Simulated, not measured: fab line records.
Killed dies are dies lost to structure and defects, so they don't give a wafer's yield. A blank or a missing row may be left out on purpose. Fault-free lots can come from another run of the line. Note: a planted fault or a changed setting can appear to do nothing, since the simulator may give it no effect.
Split-lot study :: flow n5 finfet :: route with 1938 steps; 7 lots, 39 wafers read

SPLIT DETAILS
At N5_BEOL_M3_ILD_DEP_00 (deposits SiOC from DEMS/O2, target thk 79 nm, time 15.3 s), the setting time s was moved away from the recipe's 15.3 s on 12 of the 39 wafers read, by -24.4% to +49.2%. This setting was run at the recipe's value on the other wafers.

There is no step in the file separating the split from the reading.

THE READING
M3_ILD_THK at N5_BEOL_M3_THK_MEAS_01, in nm. On this fab line, fault-free wafers typically give 78.7 nm with a standard deviation of 1.1 nm.

wafer: L076.1
tool, chamber at the split: pecvd-03, 1
time s as run, s: 15.3
against the recipe: recipe
M3_ILD_THK, nm: 77.1
against lot-mates on the recipe: -

wafer: L076.2
tool, chamber at the split: pecvd-03, 2
time s as run, s: 15.3
against the recipe: recipe
M3_ILD_THK, nm: 78.6
against lot-mates on the recipe: -

wafer: L076.3
tool, chamber at the split: pecvd-03, 0
time s as run, s: 15.3
against the recipe: recipe
M3_ILD_THK, nm: 78.0
against lot-mates on the recipe: -

wafer: L076.4
tool, chamber at the split: pecvd-03, 0
time s as run, s: 15.3
against the recipe: recipe
M3_ILD_THK, nm: 79.4
against lot-mates on the recipe: -

wafer: L076.5
tool, chamber at the split: pecvd-03, 2
time s as run, s: 15.3
against the recipe: recipe
M3_ILD_THK, nm: 80.1
against lot-mates on the recipe: -

wafer: L076.6
tool, chamber at the split: pecvd-03, 1
time s as run, s: 15.3
against the recipe: recipe
M3_ILD_THK, nm: 78.8
against lot-mates on the recipe: -

wafer: L077.1
tool, chamber at the split: pecvd-02, 2,0
time s as run, s: 11.56
against the recipe: -24.4%
M3_ILD_THK, nm: 59.8
against lot-mates on the recipe: -18.8

wafer: L077.2
tool, chamber at the split: pecvd-02, 0
time s as run, s: 15.3
against the recipe: recipe
M3_ILD_THK, nm: 77.5
against lot-mates on the recipe: -

wafer: L077.3
tool, chamber at the split: pecvd-02, 1
time s as run, s: 15.3
against the recipe: recipe
M3_ILD_THK, nm: 77.8
against lot-mates on the recipe: -

wafer: L077.4
tool, chamber at the split: pecvd-02, 2,0
time s as run, s: 11.56
against the recipe: -24.4%
M3_ILD_THK, nm: 59.8
against lot-mates on the recipe: -18.8

wafer: L077.5
tool, chamber at the split: pecvd-02, 2
time s as run, s: 15.3
against the recipe: recipe
M3_ILD_THK, nm: 80.6
against lot-mates on the recipe: -

wafer: L077.6
tool, chamber at the split: pecvd-02, 1
time s as run, s: 11.56
against the recipe: -24.4%
M3_ILD_THK, nm: 60.1
against lot-mates on the recipe: -18.5

wafer: L080.1
tool, chamber at the split: pecvd-04, 2
time s as run, s: 15.3
against the recipe: recipe
M3_ILD_THK, nm: 79.4
against lot-mates on the recipe: -

wafer: L080.2
tool, chamber at the split: pecvd-04, 1
time s as run, s: 22.82
against the recipe: +49.2%
M3_ILD_THK, nm: 116.3
against lot-mates on the recipe: +36.2

wafer: L080.3
tool, chamber at the split: pecvd-04, 0
time s as run, s: 15.3
against the recipe: recipe
M3_ILD_THK, nm: 80.9
against lot-mates on the recipe: -

wafer: L080.4
tool, chamber at the split: pecvd-04, 1
time s as run, s: 15.3
against the recipe: recipe
M3_ILD_THK, nm: 80.1
against lot-mates on the recipe: -

wafer: L080.5
tool, chamber at the split: pecvd-04, 0
time s as run, s: 22.82
against the recipe: +49.2%
M3_ILD_THK, nm: 118.3
against lot-mates on the recipe: +38.2

wafer: L080.6
tool, chamber at the split: pecvd-04, 2
time s as run, s: 22.82
against the recipe: +49.2%
M3_ILD_THK, nm: 118.4
against lot-mates on the recipe: +38.3

wafer: L082.1
tool, chamber at the split: pecvd-04, 0
time s as run, s: 15.3
against the recipe: recipe
M3_ILD_THK, nm: 79.3
against lot-mates on the recipe: -

wafer: L082.2
tool, chamber at the split: pecvd-04, 2
time s as run, s: 15.3
against the recipe: recipe
M3_ILD_THK, nm: 78.7
against lot-mates on the recipe: -

wafer: L082.3
tool, chamber at the split: pecvd-04, 1
time s as run, s: 15.3
against the recipe: recipe
M3_ILD_THK, nm: 78.1
against lot-mates on the recipe: -

wafer: L082.4
tool, chamber at the split: pecvd-04, 0
time s as run, s: 15.3
against the recipe: recipe
M3_ILD_THK, nm: 79.5
against lot-mates on the recipe: -

wafer: L082.5
tool, chamber at the split: pecvd-04, 1
time s as run, s: 15.3
against the recipe: recipe
M3_ILD_THK, nm: 79.0
against lot-mates on the recipe: -

wafer: L082.6
tool, chamber at the split: pecvd-04, 2
time s as run, s: 15.3
against the recipe: recipe
M3_ILD_THK, nm: 80.2
against lot-mates on the recipe: -

wafer: L089.1
tool, chamber at the split: pecvd-03, 2
time s as run, s: 21.37
against the recipe: +39.7%
M3_ILD_THK, nm: 108.5
against lot-mates on the recipe: +29.4

wafer: L089.2
tool, chamber at the split: pecvd-03, 0
time s as run, s: 15.3
against the recipe: recipe
M3_ILD_THK, nm: 77.7
against lot-mates on the recipe: -

wafer: L089.3
tool, chamber at the split: pecvd-03, 1
time s as run, s: 21.37
against the recipe: +39.7%
M3_ILD_THK, nm: 107.8
against lot-mates on the recipe: +28.7

wafer: L089.4
tool, chamber at the split: pecvd-03, 0
time s as run, s: 21.37
against the recipe: +39.7%
M3_ILD_THK, nm: 110.2
against lot-mates on the recipe: +31.1

wafer: L089.5
tool, chamber at the split: pecvd-03, 1
time s as run, s: 15.3
against the recipe: recipe
M3_ILD_THK, nm: 79.3
against lot-mates on the recipe: -

wafer: L089.6
tool, chamber at the split: pecvd-03, 2
time s as run, s: 15.3
against the recipe: recipe
M3_ILD_THK, nm: 80.4
against lot-mates on the recipe: -

wafer: L096.3
tool, chamber at the split: pecvd-03, 1
time s as run, s: 15.3
against the recipe: recipe
M3_ILD_THK, nm: 78.3
against lot-mates on the recipe: -

wafer: L096.5
tool, chamber at the split: pecvd-03, 2,1
time s as run, s: 15.3
against the recipe: recipe
M3_ILD_THK, nm: 79.8
against lot-mates on the recipe: -

wafer: L096.6
tool, chamber at the split: pecvd-03, 2,1
time s as run, s: 15.3
against the recipe: recipe
M3_ILD_THK, nm: 79.8
against lot-mates on the recipe: -

wafer: L097.1
tool, chamber at the split: pecvd-02, 1
time s as run, s: 17.74
against the recipe: +15.9%
M3_ILD_THK, nm: 89.4
against lot-mates on the recipe: +10.9

wafer: L097.2
tool, chamber at the split: pecvd-02, 2
time s as run, s: 15.3
against the recipe: recipe
M3_ILD_THK, nm: 78.1
against lot-mates on the recipe: -

wafer: L097.3
tool, chamber at the split: pecvd-02, 0
time s as run, s: 17.74
against the recipe: +15.9%
M3_ILD_THK, nm: 89.2
against lot-mates on the recipe: +10.7

wafer: L097.4
tool, chamber at the split: pecvd-02, 0
time s as run, s: 15.3
against the recipe: recipe
M3_ILD_THK, nm: 78.6
against lot-mates on the recipe: -

wafer: L097.5
tool, chamber at the split: pecvd-02, 2
time s as run, s: 17.74
against the recipe: +15.9%
M3_ILD_THK, nm: 91.3
against lot-mates on the recipe: +12.8

wafer: L097.6
tool, chamber at the split: pecvd-02, 1
time s as run, s: 15.3
against the recipe: recipe
M3_ILD_THK, nm: 78.8
against lot-mates on the recipe: -
When a row names more than one chamber, that row covers several wafers, and the file does not tell which wafer ran in which chamber.

FIT RESULTS
A straight line over all 39 wafers: M3_ILD_THK changes by +0.771 nm for each +1% of time s; r = +1.00; the points scatter about the line by 1.1 nm.
The same after taking each lot's own level away (the mean of its wafers on the recipe; 39 wafers): +0.758 nm for each +1%; r = +1.00; scatter 0.91 nm.
On that fit, the largest move of time s shifts the reading by 37 nm.
From 78.50 to 80.13 nm: that is the span of the lots' own levels, equal to 1.5 times the standard deviation above.
Hence the lot-to-lot level has little effect on the slope; both slopes agree.
Check: with one of the wafers moved furthest among these (+49.2%) left out of the fit, the line predicts +37.4 nm for it against its lot-mates. Against them it came out at +36.2 nm.

ADDITIONAL SPLITS CARRIED BY THESE WAFERS
These wafers also went through other splits before the reading. Each is held against what the fit with the lots' levels taken away leaves over:
other split on the same wafers: N5_PMOS_HMC_CHANNEL_EPI_HM_DEP_34 target thk a
wafers away from the commonest value: 18
r with M3_ILD_THK (lot level and that fit taken away): -0.23

other split on the same wafers: N5_SD_EPI_N_EPI_21 epi growth time s
wafers away from the commonest value: 12
r with M3_ILD_THK (lot level and that fit taken away): -0.02

other split on the same wafers: N5_HKMG_FIN_ETCH_55 time s
wafers away from the commonest value: 18
r with M3_ILD_THK (lot level and that fit taken away): -0.13

other split on the same wafers: N5_GATE_CUT_ETCH_56 target depth a
wafers away from the commonest value: 18
r with M3_ILD_THK (lot level and that fit taken away): -0.05

THE WHOLE CHAIN: every reading that the file lists as answering this split, in the file's order
step: N5_BEOL_M3_ILD_DEP_00
what it does: deposits SiOC from DEMS/O2, target thk 79 nm, time 15.3 s
reading: SiOC_of_BEOL_M3_ILD_DEP_00.thk nm (the simulator's own value, which no gauge read)
change (the file's fit): +0.758 nm for each +1% of the setting
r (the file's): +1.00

step: N5_BEOL_M3_THK_MEAS_01
what it does: 
reading: M3_ILD_THK
change (the file's fit): +0.757 for each +1% of the setting
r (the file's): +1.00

FILE'S OWN FIT
M3_ILD_THK changes by +0.757 nm for each +1% of time s, r = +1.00.
